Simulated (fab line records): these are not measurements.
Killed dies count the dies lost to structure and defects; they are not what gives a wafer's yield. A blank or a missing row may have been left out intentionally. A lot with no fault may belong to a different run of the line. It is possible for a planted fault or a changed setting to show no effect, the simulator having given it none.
Matching of chambers -- flow n5-finfet -- N5_HKMG_FIN_ETCH_54 on rie-diel-05 has 4 sister chambers
The step etches SiARC in CF4, target depth 45.5 nm, time 75.8 s. 4 wafers are shown with their chamber, then 11 later ones without.

WAFERS, EACH WITH ITS CHAMBER
wafer,chamber,showerhead-plenum-p-Torr (Torr)
L082.6,0,2.08
L084.1,3,2.20
L084.6,2,2.10
L088.1,1,2.14

WAFERS WITH NO CHAMBER GIVEN
wafer,showerhead-plenum-p-Torr (Torr)
L088.2,2.20
L088.3,2.10
L088.4,2.08
L088.5,2.08
L088.6,2.14
L090.1,2.10
L090.2,2.07
L090.6,2.20
L095.1,2.19
L095.2,2.14
L095.4,2.07

WHICH CHAMBER EACH ONE RAN IN
wafer,from the rows above,in truth
L088.2,3,3
L088.3,2,2
L088.4,0,0
L088.5,0,0
L088.6,1,1
L090.1,2,2
L090.2,0,0
L090.6,3,3
L095.1,3,3
L095.2,1,1
L095.4,0,0
Placed correctly: 11 of 11. Not placeable from these rows: 0. Wrongly placed: 0.
How it was worked out, from the rows above alone: a wafer's distance from a chamber is the root of the sum, over the readings, of the square of ((its reading less the chamber's mean) divided by the reading's scatter). The wafer belongs to the nearest chamber; if the next one is less than 2 further off, it can't be placed. The mean given for a chamber averages the wafers shown for that chamber. The scatter: with one shown wafer a chamber, the root of the mean of the squares of how far each hidden wafer lies from its nearest shown one.
